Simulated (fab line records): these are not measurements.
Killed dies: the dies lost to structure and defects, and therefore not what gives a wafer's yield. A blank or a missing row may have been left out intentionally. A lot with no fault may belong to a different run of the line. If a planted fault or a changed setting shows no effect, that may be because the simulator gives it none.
fab line records    flow nandHarc    part 1 of 2: steps 1 to 30 of 40
record: lots: 5  wafers: 15  lastDay: 33
route steps=1302 shown P_STI@91 P_GATE@110
lots with no fault: from the same line, run without faults
startH: the number of hours between the record's first day and the start of the first shown wafer of the lot    waitH: hours from the lot's prior step to this one    " as in the row above    L1.1+2: a row that stands for several wafers    - no value, or no start given    * or withheld: withheld    < > ~ a bound
route shown NAME@n: a module of which the file shows steps, and the number in the route of the first    usual: average and standard deviation across the fault-free wafers    same: alike in all rows    chamber/n: place in a boat    sites: each site's reading    _std_site: how widely they spread, as a standard deviation    _edge_site: mean of outer sites minus mean of inner sites    radiusMm: for every site, how far away it sits from the centre of the wafer    mask NAME#n: copy n    behind: the most recent tool/chamber to have shaped the wafer    hold: cause of the lot's hold/its duration in hours/its outcome    device: whichever transistor did not switch (one of n, p or np)    end of line: at the end of the route, the tests of the same wafers    where a step has no rows: the recipe by itself    killed: dies that structure and defects cost at the first sort, which is not the same as the wafer's yield    map: per-die view of a wafer (x killed, . not killed, _ where there is no die)
set.NAME: the setting as run; set.NAME@STEP: as run at that earlier step    model.NAME: the simulator's own value behind a step, which no gauge read
certain route steps with their lots: each step a table, each wafer a row
services: when a tool's chamber went out of use (startH, in hours from the record's first day, below 0 if earlier), for how many hours, and the reason
== steps ==
step: NHARC_P_STI_CD_MEAS_16
usual: cdNm: 200.3/1.4
lot.wafer  tool      chamber  startH  waitH  cdNm
L074.1     cdSem-01  -        44.74   -      201.7
L074.2     "         -        "       "      201.1
L074.4     "         -        "       "      201.5
L078.2     cdSem-01  -        85.06   -      199.1
L078.3     "         -        "       "      201.1
L078.5     "         -        "       "      201.2
L081.2     cdSem-01  -        116.16  -      203.4
L081.4     "         -        "       "      201.1
L081.5     "         -        "       "      200.6
L095.2     cdSem-03  -        253.18  -      200.1
L095.3     "         -        "       "      199.8
L095.6     "         -        "       "      199.8
L097.1     cdSem-03  -        275.84  -      199.7
L097.2     "         -        "       "      198.1
L097.5     "         -        "       "      199.0
step: NHARC_P_STI_OCD_MEAS_17
usual: trenchDepthNm: 301.1/2.7  trenchFootCdNm: 158.4/1.3
lot.wafer  tool    chamber  startH  waitH  trenchDepthNm  trenchFootCdNm
L074.1     ocd-02  -        44.83   0.1    302.7          160.3
L074.2     "       -        "       "      298.7          159.9
L074.4     "       -        "       "      307.0          159.7
L078.2     ocd-01  -        85.14   0.1    299.4          157.9
L078.3     "       -        "       "      300.2          159.3
L078.5     "       -        "       "      297.2          159.9
L081.2     ocd-01  -        116.25  0.1    301.5          160.2
L081.4     "       -        "       "      301.2          159.2
L081.5     "       -        "       "      301.9          157.9
L095.2     ocd-01  -        253.27  0.1    298.6          158.5
L095.3     "       -        "       "      295.4          159.5
L095.6     "       -        "       "      297.6          159.3
L097.1     ocd-01  -        275.93  0.1    300.2          156.8
L097.2     "       -        "       "      299.9          156.8
L097.5     "       -        "       "      302.6          157.5
step: NHARC_P_STI_STRIP_19
recipe: timeS: 900  tempC: 130  chemistry: SPM
usual: tempC: 130.00/0.13
lot.wafer  tool         chamber  startH  waitH  tempC
L074.1     wetBench-04  5        44.89   0.1    130.18
L074.4     "            7        "       "      130.20
L074.2     "            2        "       "      130.06
L078.5     wetBench-03  7        85.20   0.0    130.05
L078.3     "            3        "       "      130.05
L078.2     "            4        "       "      129.98
L081.4     wetBench-04  2        116.30  0.0    129.90
L081.2     "            6        "       "      130.06
L081.5     "            7        "       "      130.11
L095.6     wetBench-06  7        253.34  0.1    129.88
L095.2     "            1        "       "      130.23
L095.3     "            2        "       "      129.83
L097.5     wetBench-04  1        275.98  0.0    130.16
L097.1     "            2        "       "      130.13
L097.2     "            4        "       "      130.16
step: NHARC_P_STI_PRECLEAN_32
recipe: timeS: *  tempC: 50  bathAgeMin: 0  chemistry: SC1
usual: tempC: 50.00/0.11
same: bathAgeMin: 0
lot.wafer  tool         chamber  startH  waitH  tempC
L074.1     wetBench-04  5        -       -      50.06
L074.4     "            7        "       "      50.08
L074.2     "            2        "       "      50.12
L078.5     wetBench-03  7        -       -      49.91
L078.3     "            3        "       "      49.92
L078.2     "            4        "       "      50.01
L081.4     wetBench-04  2        -       -      50.11
L081.2     "            6        "       "      50.13
L081.5     "            7        "       "      50.08
L095.6     wetBench-06  7        -       -      49.95
L095.2     "            1        "       "      50.16
L095.3     "            2        "       "      49.95
L097.5     wetBench-04  1        -       -      49.96
L097.1     "            2        "       "      49.83
L097.2     "            4        "       "      50.01
step: NHARC_P_STI_SRD_23
lot.wafer   tool         chamber  startH  waitH
L074.1+4+2  wetBench-04  5,7,2    -       -
L078.5+3+2  wetBench-03  7,3,4    -       -
L081.4+2+5  wetBench-04  2,6,7    -       -
L095.6+2+3  wetBench-06  7,1,2    -       -
L097.5+1+2  wetBench-04  1,2,4    -       -
step: NHARC_P_STI_OCD_MEAS_43
usual: trenchDepthNm: 301.1/2.7  trenchFootCdNm: 158.4/1.3
lot.wafer  tool    chamber  startH  waitH  trenchDepthNm  trenchFootCdNm
L074.1     ocd-01  -        45.35   -      302.4          160.0
L074.2     "       -        "       "      299.0          159.9
L074.4     "       -        "       "      306.8          160.1
L078.2     ocd-02  -        85.65   -      299.5          158.2
L078.3     "       -        "       "      300.0          158.9
L078.5     "       -        "       "      296.4          159.5
L081.2     ocd-02  -        116.76  -      301.7          160.5
L081.4     "       -        "       "      300.7          159.1
L081.5     "       -        "       "      301.2          157.9
L095.2     ocd-01  -        253.77  -      298.4          158.2
L095.3     "       -        "       "      295.8          159.7
L095.6     "       -        "       "      297.4          158.7
L097.1     ocd-02  -        276.44  -      300.8          156.9
L097.2     "       -        "       "      299.7          157.2
L097.5     "       -        "       "      302.6          156.9
step: NHARC_P_STI_OXIDE_33
recipe: targetThkA: 100  tempC: 1000  oxTimeS: 281  material: SiO2
usual: zonePowerCentrePct: 24.8/1.1
lot.wafer  tool        chamber  startH  waitH  zonePowerCentrePct
L074.1     furnace-03  0        49.09   3.7    23.6
L074.2     "           0        "       "      23.8
L074.4     "           0        "       "      23.7
L078.2     furnace-03  0        89.34   3.7    23.7
L078.3     "           0        "       "      23.7
L078.5     "           0        "       "      23.1
L081.2     furnace-03  0        122.97  6.2    23.3
L081.4     "           0        "       "      23.6
L081.5     "           0        "       "      23.4
L095.2     furnace-05  0        256.96  3.2    26.4
L095.3     "           0        "       "      26.0
L095.6     "           0        "       "      26.0
L097.1     furnace-03  0        280.13  3.7    23.6
L097.2     "           0        "       "      23.9
L097.5     "           0        "       "      23.8
step: NHARC_P_STI_HDPCVD_20
recipe: targetThkA: withheld  sigmaOpenFrac: withheld  material: SiO2
lot.wafer   tool       chamber  startH  waitH
L074.1+2+4  hdpcvd-01  0,1,1    53.85   0.4
L078.2+3+5  hdpcvd-01  0,1,0    94.18   0.5
L081.2+4+5  hdpcvd-01  1,0,1    127.65  0.4
L095.2+3+6  hdpcvd-01  1,0,1    261.73  0.5
L097.1+2+5  hdpcvd-01  0,1,0    284.81  0.4
step: NHARC_P_STI_ANNEAL_34
recipe: tempC: 1000  timeS: 1800
usual: zonePowerCentrePct: 24.9/1.3
lot.wafer  tool        chamber  startH  waitH  zonePowerCentrePct
L074.1     furnace-03  0        60.05   6.1    23.4
L074.2     "           0        "       "      23.6
L074.4     "           0        "       "      23.4
L078.2     furnace-05  0        97.84   3.6    26.6
L078.3     "           0        "       "      26.2
L078.5     "           0        "       "      26.6
L081.2     furnace-03  0        134.53  6.8    23.5
L081.4     "           0        "       "      23.2
L081.5     "           0        "       "      23.6
L095.2     furnace-03  0        266.09  4.2    24.0
L095.3     "           0        "       "      23.5
L095.6     "           0        "       "      23.5
L097.1     furnace-01  0        288.35  3.5    25.4
L097.2     "           0        "       "      25.1
L097.5     "           0        "       "      25.6
step: NHARC_P_STI_CMP_21
recipe: tOverpolishS: 20  targetThkNm: 380.67
usual: motorCurrentA: 12.0/0.99  overpolishRunS: 20.000/0.0091  slurryFlowMlMin: 150.0/0.52
lot.wafer  tool    chamber  startH  waitH  motorCurrentA  overpolishRunS  slurryFlowMlMin
L074.1     cmp-01  3        64.91   0.4    12.8           20.007          149.6
L074.2     "       0        "       "      12.6           19.999          149.5
L074.4     "       1        "       "      12.1           19.994          149.9
L078.3     cmp-03  0        102.75  0.4    12.6           20.016          150.4
L078.2     "       1        "       "      10.1           19.994          150.3
L078.5     "       3        "       "      11.3           19.984          150.6
L081.4     cmp-03  1        139.45  0.4    10.7           19.999          150.1
L081.2     "       3        "       "      11.2           19.994          149.9
L081.5     "       1        "       "      10.9           20.001          150.6
L095.2     cmp-04  0        270.96  0.4    10.3           19.991          149.4
L095.3     "       2        "       "      12.3           20.003          149.0
L095.6     "       0        "       "      11.0           20.005          149.1
L097.2     cmp-04  0        293.26  0.4    10.9           20.013          150.3
L097.1     "       1        "       "      11.9           20.009          150.7
L097.5     "       1        "       "      12.3           20.012          151.0
step: NHARC_P_STI_SRD_35
lot.wafer   tool         chamber  startH  waitH
L074.4+1+2  wetBench-03  2,3,5    65.23   0.1
L078.2+5+3  wetBench-03  4,6,0    103.00  0.0
L081.4+5+2  wetBench-04  1,3,4    139.76  0.0
L095.6+3+2  wetBench-03  5,7,0    271.23  0.0
L097.5+1+2  wetBench-04  4,7,1    293.56  0.0
step: NHARC_P_STI_ETCH_36
recipe: targetDepthA: 388  chemistry: dHF  material: SiO2
lot.wafer   tool         chamber  startH  waitH
L074.4+1+2  wetBench-03  2,3,5    65.25   0.0
L078.2+5+3  wetBench-03  4,6,0    103.02  0.0
L081.4+5+2  wetBench-04  1,3,4    139.78  0.0
L095.6+3+2  wetBench-03  5,7,0    271.26  0.0
L097.5+1+2  wetBench-04  4,7,1    293.59  0.0
step: NHARC_P_STI_STRIP_24
recipe: tempC: 160  chemistry: H3PO4  material: Si3N4
usual: tempC: 160.00/0.15
lot.wafer  tool         chamber  startH  waitH  tempC
L074.4     wetBench-03  2        65.27   0.0    159.94
L074.1     "            3        "       "      160.01
L074.2     "            5        "       "      159.78
L078.2     wetBench-03  4        103.04  0.0    159.95
L078.5     "            6        "       "      159.89
L078.3     "            0        "       "      160.03
L081.4     wetBench-04  1        139.80  0.0    159.90
L081.5     "            3        "       "      159.84
L081.2     "            4        "       "      159.85
L095.6     wetBench-03  5        271.27  0.0    160.08
L095.3     "            7        "       "      160.25
L095.2     "            0        "       "      159.95
L097.5     wetBench-04  4        293.60  0.0    159.65
L097.1     "            7        "       "      159.81
L097.2     "            1        "       "      160.00
step: NHARC_P_STI_ETCH_37
recipe: targetDepthA: 110  chemistry: dHF  material: SiO2
lot.wafer   tool         chamber  startH  waitH
L074.4+1+2  wetBench-03  2,3,5    -       -
L078.2+5+3  wetBench-03  4,6,0    -       -
L081.4+5+2  wetBench-04  1,3,4    -       -
L095.6+3+2  wetBench-03  5,7,0    -       -
L097.5+1+2  wetBench-04  4,7,1    -       -
step: NHARC_P_STI_PRECLEAN_38
recipe: timeS: *  tempC: 50  bathAgeMin: 0  chemistry: SC1
usual: tempC: 50.00/0.13
same: bathAgeMin: 0
lot.wafer  tool         chamber  startH  waitH  tempC
L074.4     wetBench-03  2        -       -      49.95
L074.1     "            3        "       "      50.10
L074.2     "            5        "       "      50.15
L078.2     wetBench-03  4        -       -      49.88
L078.5     "            6        "       "      50.03
L078.3     "            0        "       "      50.05
L081.4     wetBench-04  1        -       -      49.89
L081.5     "            3        "       "      50.05
L081.2     "            4        "       "      49.98
L095.6     wetBench-03  5        -       -      50.23
L095.3     "            7        "       "      49.88
L095.2     "            0        "       "      50.17
L097.5     wetBench-04  4        -       -      50.14
L097.1     "            7        "       "      49.99
L097.2     "            1        "       "      50.01
step: NHARC_P_STI_SRD_39
lot.wafer   tool         chamber  startH  waitH
L074.4+1+2  wetBench-03  2,3,5    -       -
L078.2+5+3  wetBench-03  4,6,0    -       -
L081.4+5+2  wetBench-04  1,3,4    -       -
L095.6+3+2  wetBench-03  5,7,0    -       -
L097.5+1+2  wetBench-04  4,7,1    -       -
step: NHARC_P_STI_OXIDE_40
recipe: targetThkA: 100  tempC: 900  oxTimeS: 1362  material: SiO2
usual: zonePowerCentrePct: 19.6/0.75
lot.wafer  tool        chamber  startH  waitH  zonePowerCentrePct
L074.1     furnace-03  0        69.32   -      18.7
L074.2     "           0        "       "      18.6
L074.4     "           0        "       "      19.0
L078.2     furnace-01  0        107.87  -      20.2
L078.3     "           0        "       "      19.9
L078.5     "           0        "       "      20.2
L081.2     furnace-01  0        144.99  -      20.2
L081.4     "           0        "       "      19.9
L081.5     "           0        "       "      20.0
L095.2     furnace-03  0        275.33  -      18.9
L095.3     "           0        "       "      18.7
L095.6     "           0        "       "      18.7
L097.1     furnace-05  0        297.16  -      20.9
L097.2     "           0        "       "      20.5
L097.5     "           0        "       "      21.1
step: NHARC_P_STI_INSPECT_25
usual: rawDefectCount: 220/94
lot.wafer  tool              chamber  startH  waitH  rawDefectCount
L074.1     defectInspect-01  -        73.39   0.4    231
L074.2     "                 -        "       "      310
L074.4     "                 -        "       "      322
L078.2     defectInspect-02  -        111.92  0.4    318
L078.3     "                 -        "       "      391
L078.5     "                 -        "       "      555
L081.2     defectInspect-02  -        149.11  0.4    252
L081.4     "                 -        "       "      241
L081.5     "                 -        "       "      183
L095.2     defectInspect-01  -        279.41  0.4    177
L095.3     "                 -        "       "      221
L095.6     "                 -        "       "      149
L097.1     defectInspect-02  -        301.18  0.4    142
L097.2     "                 -        "       "      147
L097.5     "                 -        "       "      137
step: NHARC_P_GATE_ETCH_69
recipe: targetDepthA: 140  chemistry: dHF  material: SiO2
lot.wafer   tool         chamber  startH  waitH
L074.4+2+1  wetBench-07  6,7,3    73.45   0.0
L078.3+2+5  wetBench-01  2,3,4    111.97  0.0
L081.4+2+5  wetBench-01  3,4,7    149.17  0.0
L095.2+3+6  wetBench-07  7,2,4    279.46  0.1
L097.5+1+2  wetBench-09  4,6,7    301.27  0.1
step: NHARC_P_GATE_PRECLEAN_70
recipe: timeS: *  tempC: 50  bathAgeMin: 0  chemistry: SC1
usual: tempC: 50.00/0.1
same: bathAgeMin: 0
lot.wafer  tool         chamber  startH  waitH  tempC
L074.4     wetBench-07  6        73.54   0.1    49.91
L074.2     "            7        "       "      50.18
L074.1     "            3        "       "      49.93
L078.3     wetBench-01  2        112.06  0.1    50.07
L078.2     "            3        "       "      50.21
L078.5     "            4        "       "      49.88
L081.4     wetBench-01  3        149.26  0.1    49.99
L081.2     "            4        "       "      49.83
L081.5     "            7        "       "      49.92
L095.2     wetBench-07  7        279.57  0.1    49.99
L095.3     "            2        "       "      50.04
L095.6     "            4        "       "      49.96
L097.5     wetBench-09  4        301.34  0.1    50.09
L097.1     "            6        "       "      50.13
L097.2     "            7        "       "      49.99
step: NHARC_P_GATE_SRD_01
lot.wafer   tool         chamber  startH  waitH
L074.4+2+1  wetBench-07  6,7,3    -       -
L078.3+2+5  wetBench-01  2,3,4    -       -
L081.4+2+5  wetBench-01  3,4,7    -       -
L095.2+3+6  wetBench-07  7,2,4    -       -
L097.5+1+2  wetBench-09  4,6,7    -       -
step: NHARC_P_GATE_OXIDE_02
recipe: targetThkA: 375  tempC: 950  pH2oTorr: 720  oxTimeS: 365  material: SiO2
usual: zonePowerCentrePct: 19.9/1.1
lot.wafer  tool        chamber  startH  waitH  zonePowerCentrePct
L074.1     furnace-06  0        79.73   -      20.5
L074.2     "           0        "       "      21.2
L074.4     "           0        "       "      20.9
L078.2     furnace-06  0        116.75  -      20.6
L078.3     "           0        "       "      20.6
L078.5     "           0        "       "      20.6
L081.2     furnace-06  0        152.60  -      20.8
L081.4     "           0        "       "      20.4
L081.5     "           0        "       "      20.8
L095.2     furnace-04  0        282.78  -      18.4
L095.3     "           0        "       "      18.4
L095.6     "           0        "       "      18.6
L097.1     furnace-08  0        304.92  -      21.0
L097.2     "           0        "       "      20.3
L097.5     "           0        "       "      20.6
step: NHARC_P_GATE_DEHYDRATE_03
recipe: tempC: 150  timeS: 120
usual: chillPlateTempC: 23.00/0.11  heaterPowerTotalW: 182.8/1.2
lot.wafer  tool           chamber  startH  waitH  chillPlateTempC  heaterPowerTotalW
L074.1     lithoTrack-05  0        84.26   0.4    22.95            183.3
L074.2     "              0        "       "      23.03            183.9
L074.4     "              0        "       "      22.93            184.5
L078.2     lithoTrack-02  0        121.35  0.4    22.86            184.6
L078.3     "              0        "       "      22.89            182.3
L078.5     "              0        "       "      22.93            184.5
L081.2     lithoTrack-02  0        157.26  0.4    23.03            182.2
L081.4     "              0        "       "      22.99            182.0
L081.5     "              0        "       "      23.10            181.7
L095.2     lithoTrack-02  0        287.38  0.4    23.14            182.4
L095.3     "              0        "       "      22.91            181.8
L095.6     "              0        "       "      22.95            183.1
L097.1     lithoTrack-03  0        309.48  0.4    23.01            183.4
L097.2     "              0        "       "      23.12            183.7
L097.5     "              0        "       "      22.96            184.1
step: NHARC_P_GATE_HMDS_04
recipe: timeS: 30
usual: chillPlateTempC: 23.01/0.11
lot.wafer  tool           chamber  startH  waitH  chillPlateTempC
L074.1     lithoTrack-05  0        -       -      23.01
L074.2     "              0        "       "      22.86
L074.4     "              0        "       "      22.88
L078.2     lithoTrack-02  0        -       -      22.90
L078.3     "              0        "       "      22.89
L078.5     "              0        "       "      23.08
L081.2     lithoTrack-02  0        -       -      22.88
L081.4     "              0        "       "      22.94
L081.5     "              0        "       "      22.97
L095.2     lithoTrack-02  0        -       -      23.02
L095.3     "              0        "       "      23.07
L095.6     "              0        "       "      23.00
L097.1     lithoTrack-03  0        -       -      23.22
L097.2     "              0        "       "      23.10
L097.5     "              0        "       "      23.23
step: NHARC_P_GATE_COAT_05
recipe: spinRpm: 4690
usual: chillPlateTempC: 23.00/0.1  spinSpeedRpm: 4690/3.1
lot.wafer  tool           chamber  startH  waitH  chillPlateTempC  spinSpeedRpm
L074.1     lithoTrack-05  0        -       -      23.04            4693
L074.2     "              0        "       "      23.01            4690
L074.4     "              0        "       "      23.11            4694
L078.2     lithoTrack-02  0        -       -      23.04            4687
L078.3     "              0        "       "      23.03            4697
L078.5     "              0        "       "      23.06            4690
L081.2     lithoTrack-02  0        -       -      23.16            4685
L081.4     "              0        "       "      23.13            4689
L081.5     "              0        "       "      22.97            4687
L095.2     lithoTrack-02  0        -       -      23.22            4693
L095.3     "              0        "       "      23.03            4692
L095.6     "              0        "       "      23.03            4690
L097.1     lithoTrack-03  0        -       -      23.02            4691
L097.2     "              0        "       "      23.05            4688
L097.5     "              0        "       "      23.12            4692
step: NHARC_P_GATE_SOFTBAKE_06
recipe: tempC: 122  timeS: 95
usual: chillPlateTempC: 22.98/0.099  heaterPowerTotalW: 160.1/0.48
lot.wafer  tool           chamber  startH  waitH  chillPlateTempC  heaterPowerTotalW
L074.1     lithoTrack-05  0        -       -      22.97            159.2
L074.2     "              0        "       "      22.91            160.0
L074.4     "              0        "       "      22.87            160.0
L078.2     lithoTrack-02  0        -       -      23.02            160.3
L078.3     "              0        "       "      22.97            160.1
L078.5     "              0        "       "      22.93            160.5
L081.2     lithoTrack-02  0        -       -      23.12            159.8
L081.4     "              0        "       "      22.93            160.5
L081.5     "              0        "       "      23.17            159.0
L095.2     lithoTrack-02  0        -       -      22.89            159.8
L095.3     "              0        "       "      23.03            160.2
L095.6     "              0        "       "      22.97            159.1
L097.1     lithoTrack-03  0        -       -      23.18            159.1
L097.2     "              0        "       "      23.15            160.6
L097.5     "              0        "       "      23.09            160.7
step: NHARC_P_GATE_EBR_07
usual: chillPlateTempC: 22.99/0.11
lot.wafer  tool           chamber  startH  waitH  chillPlateTempC
L074.1     lithoTrack-05  0        -       -      23.12
L074.2     "              0        "       "      23.00
L074.4     "              0        "       "      22.95
L078.2     lithoTrack-02  0        -       -      23.05
L078.3     "              0        "       "      22.90
L078.5     "              0        "       "      22.90
L081.2     lithoTrack-02  0        -       -      22.89
L081.4     "              0        "       "      22.98
L081.5     "              0        "       "      22.79
L095.2     lithoTrack-02  0        -       -      22.94
L095.3     "              0        "       "      23.01
L095.6     "              0        "       "      23.02
L097.1     lithoTrack-03  0        -       -      23.15
L097.2     "              0        "       "      23.02
L097.5     "              0        "       "      23.08
step: NHARC_P_GATE_EXPOSE_08
recipe: na: 0.6  doseMj: 16.75  maskId: P_HV
lot.wafer   tool           chamber  startH  waitH  mask
L074.1+2+4  krfScanner-03  0        84.53   -      P_HV#0
L078.2+3+5  krfScanner-02  0        121.62  -      P_HV#0
L081.2+4+5  krfScanner-02  0        157.41  -      P_HV#0
L095.2+3+6  krfScanner-04  0        287.66  -      P_HV#0
L097.1+2+5  krfScanner-02  0        309.75  -      P_HV#0
step: NHARC_P_GATE_PEB_09
recipe: pebTempC: 118  pebTimeS: 85
usual: chillPlateTempC: 22.98/0.099  heaterPowerTotalW: 164.02/0.27
same: pebTimeS: 85
lot.wafer  tool           chamber  startH  waitH  chillPlateTempC  heaterPowerTotalW
L074.1     lithoTrack-03  0        84.60   0.1    23.05            164.42
L074.2     "              0        "       "      22.99            163.81
L074.4     "              0        "       "      23.00            164.29
L078.2     lithoTrack-03  0        121.69  0.1    23.10            164.22
L078.3     "              0        "       "      23.06            163.63
L078.5     "              0        "       "      23.09            163.67
L081.2     lithoTrack-02  0        157.47  0.1    23.04            163.80
L081.4     "              0        "       "      23.05            164.36
L081.5     "              0        "       "      23.00            164.33
L095.2     lithoTrack-05  0        287.72  0.1    23.11            163.89
L095.3     "              0        "       "      23.02            164.38
L095.6     "              0        "       "      22.97            163.92
L097.1     lithoTrack-03  0        309.82  0.1    22.69            163.72
L097.2     "              0        "       "      22.84            164.00
L097.5     "              0        "       "      22.92            163.72
step: NHARC_P_GATE_DEVELOP_10
recipe: timeS: 70
usual: chillPlateTempC: 23.00/0.1
lot.wafer  tool           chamber  startH  waitH  chillPlateTempC
L074.1     lithoTrack-03  0        -       -      22.98
L074.2     "              0        "       "      22.96
L074.4     "              0        "       "      22.92
L078.2     lithoTrack-03  0        -       -      23.06
L078.3     "              0        "       "      22.94
L078.5     "              0        "       "      22.97
L081.2     lithoTrack-02  0        -       -      23.05
L081.4     "              0        "       "      23.10
L081.5     "              0        "       "      23.12
L095.2     lithoTrack-05  0        -       -      22.82
L095.3     "              0        "       "      22.99
L095.6     "              0        "       "      22.93
L097.1     lithoTrack-03  0        -       -      23.05
L097.2     "              0        "       "      23.09
L097.5     "              0        "       "      23.03
